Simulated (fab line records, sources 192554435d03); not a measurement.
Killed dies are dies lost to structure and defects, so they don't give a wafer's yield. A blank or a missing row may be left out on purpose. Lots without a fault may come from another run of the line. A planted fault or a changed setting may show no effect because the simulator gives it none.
Chamber matching | flow n5_finfet | N5_GATE_CUT_SAC_CAP_01 on ald_sin-03: 4 sister chambers
The step material SiNx, target thk 24 nm, pulse time 1 s, ald cycles 480. 16 wafers are shown with their chamber, then 8 later ones without.

WAFERS WITH THEIR CHAMBER
wafer  | chamber | heater_power_w (W) | precursor_pulse_height_rel
L074.3 | 1       | 754                | 1.013
L074.4 | 2       | 816                | 1.005
L074.5 | 2       | 808                | 0.997
L076.2 | 0       | 851                | 0.958
L076.3 | 3       | 887                | 0.991
L076.6 | 2       | 812                | 1.012
L078.1 | 2       | 817                | 1.012
L078.5 | 2       | 802                | 1.020
L078.6 | 3       | 885                | 0.972
L080.2 | 3       | 880                | 0.981
L080.4 | 0       | 845                | 1.001
L080.6 | 3       | 904                | 0.989
L083.1 | 2       | 834                | 1.019
L083.4 | 1       | 757                | 1.002
L083.5 | 3       | 903                | 1.004
L089.2 | 1       | 758                | 0.987

SIGNATURES (means of the wafers above)
reading                    | chamber 0 | chamber 1 | chamber 2 | chamber 3 | scatter within a chamber
heater_power_w             | 848.00    | 756.33    | 814.83    | 891.80    | 9.58
precursor_pulse_height_rel | 0.97950   | 1.00067   | 1.01083   | 0.98740   | 0.0136
Rule: a wafer's distance from a chamber is the root of the sum, over the readings, of the square of ((its reading less the chamber's mean) divided by the reading's scatter). The wafer belongs to the nearest chamber; if the next one is less than 2 further off, it can't be placed. The scatter: the root of (the sum of the squares of (reading less its chamber's mean) over the shown wafers, divided by (wafers less chambers)).

WAFERS WITHOUT THEIR CHAMBER
wafer  | heater_power_w (W) | precursor_pulse_height_rel
L089.5 | 749                | 0.988
L089.6 | 819                | 1.021
L093.3 | 859                | 0.979
L093.5 | 794                | 0.989
L093.6 | 718                | 0.957
L096.1 | 817                | 1.006
L096.5 | 934                | 0.961
L096.6 | 824                | 1.000

WHICH CHAMBER EACH WENT THROUGH
wafer  | from the rows above     | in truth
L089.5 | 1                       | 1
L089.6 | 2                       | 2
L093.3 | 0                       | 0
L093.5 | can't be placed: 2 or 1 | 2
L093.6 | 1                       | 1
L096.1 | 2                       | 2
L096.5 | 3                       | 3
L096.6 | can't be placed: 2 or 0 | 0
Placed correctly: 6 of 8. Can't be placed from these rows: 2 (the true chamber is among the candidates in 2). Placed wrongly: 0.
